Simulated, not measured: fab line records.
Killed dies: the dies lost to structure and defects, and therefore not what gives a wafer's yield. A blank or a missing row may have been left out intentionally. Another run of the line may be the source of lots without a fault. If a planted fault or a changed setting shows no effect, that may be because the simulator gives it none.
Struck lot and sound lot, side by side + flow nandHarc + 16 steps out of a route of 1302
Sound: the wafers L319.1, L319.4, L319.6. Struck: wafers L327.1, L327.2 (left out: L327.6, a lot-mate that was not struck); the cause follows at the end.
Order at every step that has rows: each side's tool, ch and its chambers, its first start. Under that, the readings that differ: sound wafers + struck wafers + difference of the means + sigmas: that difference in standard deviations of wafers without a fault.
alike: a reading whose means differ by less than 2 such deviations, as well as words and numbers matching on both sides. not compared: withheld readings; readings where some wafer has no value; bounds like >300 that might hide an equal value; numbers whose values overlap and for which the record gives no deviation.
Wherever a step has rows on one side only, a row that says differs or no value, or a row with sigmas, the two part there. Numbers that don't overlap but have no deviation are shown without sigmas and don't part them. A reading missing from all wafers of one side parts the sides only when that side holds two or more wafers.

first, 5 steps without rows for these wafers: NHARC_P_STI_SOFTBAKE_04 (time 70 s); NHARC_P_STI_EBR_05; NHARC_P_STI_EXPOSE_06 (exposes mask P STI, target cd 200 nm); NHARC_P_STI_PEB_07 (peb time 80 s); NHARC_P_STI_DEVELOP_08 (time 50 s).
NHARC_P_STI_CD_MEAS_09 targets a cd of 200 nm.
  sound on cdSem-01 ch 0, day 3 06:50; struck on cdSem-02 ch 0, day 6 15:50
  alike: cdNm
NHARC_P_STI_OVL_MEAS_10:
  struck on overlay-01, day 6 15:56; sound on overlay-02, day 3 06:55
  alike: overlayXNm, overlayYNm
NHARC_P_STI_INSPECT_11:
  struck on defectInspect-02, day 6 15:58; sound on defectInspect-02, day 3 06:57
  alike: rawDefectCount
then, 1 step without rows for these wafers: NHARC_P_STI_HARDBAKE_13 (time 65 s).
NHARC_P_STI_DESCUM_14: chemistry O2, time 3 s.
  sound on rieDiel-02 ch 0,1, day 3 07:06; struck on rieDiel-05 ch 0,3, day 6 16:06
| reading    | sound          | struck    | difference | sigmas |
|------------|----------------|-----------|------------|--------|
| rfVppV (V) | 59.5 58.3 59.0 | 56.8 57.1 | -2.0       | -2     |
  alike: drypumpMotorCurrentA, oesProductAu, showerheadPlenumPTorr, throttleValvePct
  not compared: rfHoursCounterH
NHARC_P_STI_ETCH_42: etches the open film in N2/H2, target depth 80 nm, overetch 24 nm, time 61 s.
  sound on rieDiel-02 ch 0,2, day 3 07:11; struck on rieDiel-05 ch 0,1, day 6 16:13
  alike: drypumpMotorCurrentA, n2FlowSccm, oesProductAu, rfFwdPowerW, rfVppV, showerheadPlenumPTorr, throttleValvePct
  not compared: rfHoursCounterH
NHARC_P_STI_ETCH_31: etches the open film in CF4/CHF3, target depth 108.9 nm, time 54.5 s.
  sound on rieDiel-02 ch 0,3; struck on rieDiel-05 ch 0,3
  alike: drypumpMotorCurrentA, oesProductAu, rfFwdPowerW, rfVppV, showerheadPlenumPTorr, throttleValvePct
  not compared: rfHoursCounterH
NHARC_P_STI_ETCH_15: etches the open film in HBr/Cl2, target depth 300 nm, time 100.1 s.
  sound on rieSi-04 ch 0,1, day 3 07:23; struck on rieSi-04 ch 2,3, day 6 16:25
| reading                         | sound             | struck      | difference | sigmas |
|---------------------------------|-------------------|-------------|------------|--------|
| oesProductAu (a.u.)             | 1.030 1.013 1.022 | 1.269 1.249 | +0.237     | +20    |
| model.P_STI.featureDepthNm (nm) | 312.2 304.2 312.2 | 423.3 418.1 | +111.2     |        |
  alike: drypumpMotorCurrentA, mfcCl2Sccm, rfFwdPowerW, throttleValvePct
  not compared: rfHoursCounterH
NHARC_P_STI_CD_MEAS_16:
  struck on cdSem-01, day 6 16:34; sound on cdSem-01, day 3 07:32
  alike: cdNm
NHARC_P_STI_OCD_MEAS_17:
  struck on ocd-02, day 6 16:40; sound on ocd-02, day 3 07:38
| reading             | sound             | struck      | difference | sigmas |
|---------------------|-------------------|-------------|------------|--------|
| trenchDepthNm (nm)  | 312 304 312       | 423 418     | +111       | +21    |
| trenchFootCdNm (nm) | 157.8 154.2 154.9 | 138.5 145.0 | -13.9      | -6     |
then, 1 step without rows for these wafers: NHARC_P_STI_STRIP_19 (strips in SPM, time 900 s).

## WHERE THEY PART
Earliest at NHARC_P_STI_DESCUM_14; latest, in this record, at NHARC_P_STI_OCD_MEAS_17.

WHY: the cause the simulator had injected
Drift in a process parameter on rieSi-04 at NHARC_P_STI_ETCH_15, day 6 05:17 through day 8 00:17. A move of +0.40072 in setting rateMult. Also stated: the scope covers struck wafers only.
